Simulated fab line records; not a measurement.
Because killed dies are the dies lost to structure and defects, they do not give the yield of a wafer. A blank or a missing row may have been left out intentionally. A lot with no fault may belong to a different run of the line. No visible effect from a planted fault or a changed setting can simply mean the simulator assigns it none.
Chamber matching	flow n5 finfet	N5_BEOL_M7_DESCUM_16 on rie diel-02: 4 sister chambers
The step chemistry O2, time 7.9 s. 4 wafers are shown with their chamber, then 7 later ones without.

== WAFERS WITH THEIR CHAMBER ==
wafer	chamber	showerhead plenum p Torr (Torr)
L079.1	1	2.03
L083.4	3	2.00
L086.1	2	2.11
L086.2	0	2.16

== WAFERS WHOSE CHAMBER IS MISSING ==
wafer	showerhead plenum p Torr (Torr)
L086.4	2.02
L090.3	1.99
L090.5	1.99
L090.6	2.15
L092.2	2.02
L092.4	2.11
L092.6	1.99

== WHICH CHAMBER EACH WENT THROUGH ==
wafer	from the rows above	in truth
L086.4	can't be placed: 1 or 3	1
L090.3	3	3
L090.5	3	3
L090.6	0	0
L092.2	can't be placed: 1 or 3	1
L092.4	2	2
L092.6	3	3
Correctly placed: 5 of 7. Can't be placed from these rows: 2 (the true chamber is among the candidates in 2). Wrongly placed: 0.
How it was worked out, from the rows above alone: a wafer's distance from a chamber is the root of the sum, over the readings, of the square of ((its reading less the chamber's mean) divided by the reading's scatter). The wafer belongs to the nearest chamber; if the next one is less than 2 further off, it can't be placed. Each chamber's mean is taken over the wafers shown for it. The scatter: root of mean squared gap, hidden wafer to nearest shown wafer, with one shown wafer a chamber.
